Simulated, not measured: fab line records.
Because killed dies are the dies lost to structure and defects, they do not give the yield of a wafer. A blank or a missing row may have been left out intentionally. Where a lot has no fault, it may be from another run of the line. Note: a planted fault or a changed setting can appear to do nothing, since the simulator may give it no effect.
Shared-tool check | flow n5Finfet | Lots sampled 8, wafers sampled 24

## REASON FOR OPENING
On 2 of the 8 lots, a flag is raised at N5_BEOL_M8_OCD_MEAS_38 on the reading trenchDepthNm. No-fault wafers: 92.3 nm, standard deviation 1.3.
Rule: a lot is flagged when every wafer of it that has a number lies more than 4 standard deviations from that mean, or none has a number. As for the other lots, they are considered sound.

lot  | measured     | on     | trenchDepthNm (nm), wafer by wafer | flag
L758 | day 9 23:57  | ocd-02 | 90.7 91.3 90.6                     | 
L761 | day 10 06:58 | ocd-01 | 91.3 90.5 93.8                     | 
L762 | day 10 10:08 | ocd-01 | 93.3 91.3 93.3                     | 
L769 | day 12 13:02 | ocd-01 | 101.0 98.8 97.9                    | FLAGGED
L770 | day 13 04:50 | ocd-02 | 102.1 98.7 102.6                   | FLAGGED
L774 | day 13 12:23 | ocd-01 | 92.4 94.0 92.1                     | 
L777 | day 14 04:20 | ocd-02 | 93.8 94.3 92.9                     | 
L781 | day 15 05:45 | ocd-01 | 91.7 90.6 92.1                     | 
The numbers of the flagged lots are 100.2 nm on average: +7.9 nm against the usual, or +6 standard deviations.

## LOT BY LOT: THE TOOL USED
3 process steps preceding the reading are held in the record, out of 1938 steps in the route. Read each cell as the tool, then ch plus the chambers that the sampled wafers visited, then the start.
lot  | flag    | N5_BEOL_M8_ETCH_65                | N5_BEOL_M8_TRENCH_ETCH_37         | N5_BEOL_M8_ETCH_41
L758 |         | rieDiel-05 ch 0,2, day 9 23:34    | rieDiel-05 ch 0,2, day 9 23:47    | rieDiel-05 ch 0,2, day 9 23:57 or earlier
L761 |         | rieDiel-05 ch 0,1,2, day 10 06:35 | rieDiel-05 ch 0,1,2, day 10 06:49 | rieDiel-05 ch 0,1,2, day 10 06:58 or earlier
L762 |         | rieDiel-03 ch 2,3, day 10 09:45   | rieDiel-03 ch 2,3, day 10 09:58   | rieDiel-03 ch 2,3, day 10 10:08 or earlier
L769 | FLAGGED | rieDiel-05 ch 1,2,3, day 12 12:40 | rieDiel-05 ch 1,2,3, day 12 12:53 | rieDiel-05 ch 1,2,3, day 12 13:02 or earlier
L770 | FLAGGED | rieDiel-05 ch 0,1,2, day 13 04:28 | rieDiel-05 ch 0,1,2, day 13 04:41 | rieDiel-05 ch 0,1,2, day 13 04:50 or earlier
L774 |         | rieDiel-03 ch 0,1,3, day 13 12:00 | rieDiel-03 ch 0,1,3, day 13 12:13 | rieDiel-03 ch 0,1,3, day 13 12:23 or earlier
L777 |         | rieDiel-01 ch 0,2, day 14 03:58   | rieDiel-01 ch 0,2, day 14 04:11   | rieDiel-01 ch 0,2, day 14 04:20 or earlier
L781 |         | rieDiel-03 ch 0,1,3, day 15 05:23 | rieDiel-03 ch 0,1,3, day 15 05:37 | rieDiel-03 ch 0,1,3, day 15 05:45 or earlier
What is done by these steps:
- N5_BEOL_M8_ETCH_65: etches SiARC in CF4, target depth 15.6 nm, time 26 s.
- N5_BEOL_M8_TRENCH_ETCH_37: etches SiCOH lowk in C4F6/O2, target depth 93.478 nm, time 31.2 s.
- N5_BEOL_M8_ETCH_41: etches SiCN in CH3F/O2, target depth 31.9 nm, time 57.8 s.
- N5_BEOL_M8_OCD_MEAS_38

## FLAGGED OVER TOTAL, TOOL BY TOOL (the gauges that took the reading come last)
step                      | tool       | lots run | flagged | share of the flagged lots | sound lots run after its first flagged lot
N5_BEOL_M8_ETCH_65        | rieDiel-01 | 1        | 0       | none                      | -
N5_BEOL_M8_ETCH_65        | rieDiel-03 | 3        | 0       | none                      | -
N5_BEOL_M8_ETCH_65        | rieDiel-05 | 4        | 2       | all                       | 0
N5_BEOL_M8_TRENCH_ETCH_37 | rieDiel-01 | 1        | 0       | none                      | -
N5_BEOL_M8_TRENCH_ETCH_37 | rieDiel-03 | 3        | 0       | none                      | -
N5_BEOL_M8_TRENCH_ETCH_37 | rieDiel-05 | 4        | 2       | all                       | 0
N5_BEOL_M8_ETCH_41        | rieDiel-01 | 1        | 0       | none                      | -
N5_BEOL_M8_ETCH_41        | rieDiel-03 | 3        | 0       | none                      | -
N5_BEOL_M8_ETCH_41        | rieDiel-05 | 4        | 2       | all                       | 0
N5_BEOL_M8_OCD_MEAS_38    | ocd-01     | 5        | 1       | some                      | 2 (L774,L781)
N5_BEOL_M8_OCD_MEAS_38    | ocd-02     | 3        | 1       | some                      | 1 (L777)
With no start given for some of its lots, N5_BEOL_M8_ETCH_41 uses the hours and lot order of N5_BEOL_M8_OCD_MEAS_38.

## WHAT THE TABLE PERMITS
rieDiel-05 at N5_BEOL_M8_ETCH_65, rieDiel-05 at N5_BEOL_M8_TRENCH_ETCH_37 and rieDiel-05 at N5_BEOL_M8_ETCH_41: these 3 rows of the table ran every flagged lot.
- rieDiel-05 at N5_BEOL_M8_ETCH_65 ran 4 lots, 2 of them flagged. Its last sound lot is L761 (day 10 06:35), its first flagged lot L769 (day 12 12:40): a fault that began between those two fits.
- rieDiel-05 at N5_BEOL_M8_TRENCH_ETCH_37 ran 4 lots, 2 of them flagged. Its last sound lot is L761 (day 10 06:49), its first flagged lot L769 (day 12 12:53): a fault that began between those two fits. Its own readings (biasW, rfVppV) fall more than 4 standard deviations out on all wafers of the flagged lots.
- rieDiel-05 at N5_BEOL_M8_ETCH_41 ran 4 lots, 2 of them flagged. Its last sound lot is L761 (day 10 06:58), its first flagged lot L769 (day 12 13:02): a fault that began between those two fits.
Left over: one tool, rieDiel-05 at N5_BEOL_M8_ETCH_65 and N5_BEOL_M8_TRENCH_ETCH_37 and N5_BEOL_M8_ETCH_41.

## WHAT THE SIMULATOR PUT IN
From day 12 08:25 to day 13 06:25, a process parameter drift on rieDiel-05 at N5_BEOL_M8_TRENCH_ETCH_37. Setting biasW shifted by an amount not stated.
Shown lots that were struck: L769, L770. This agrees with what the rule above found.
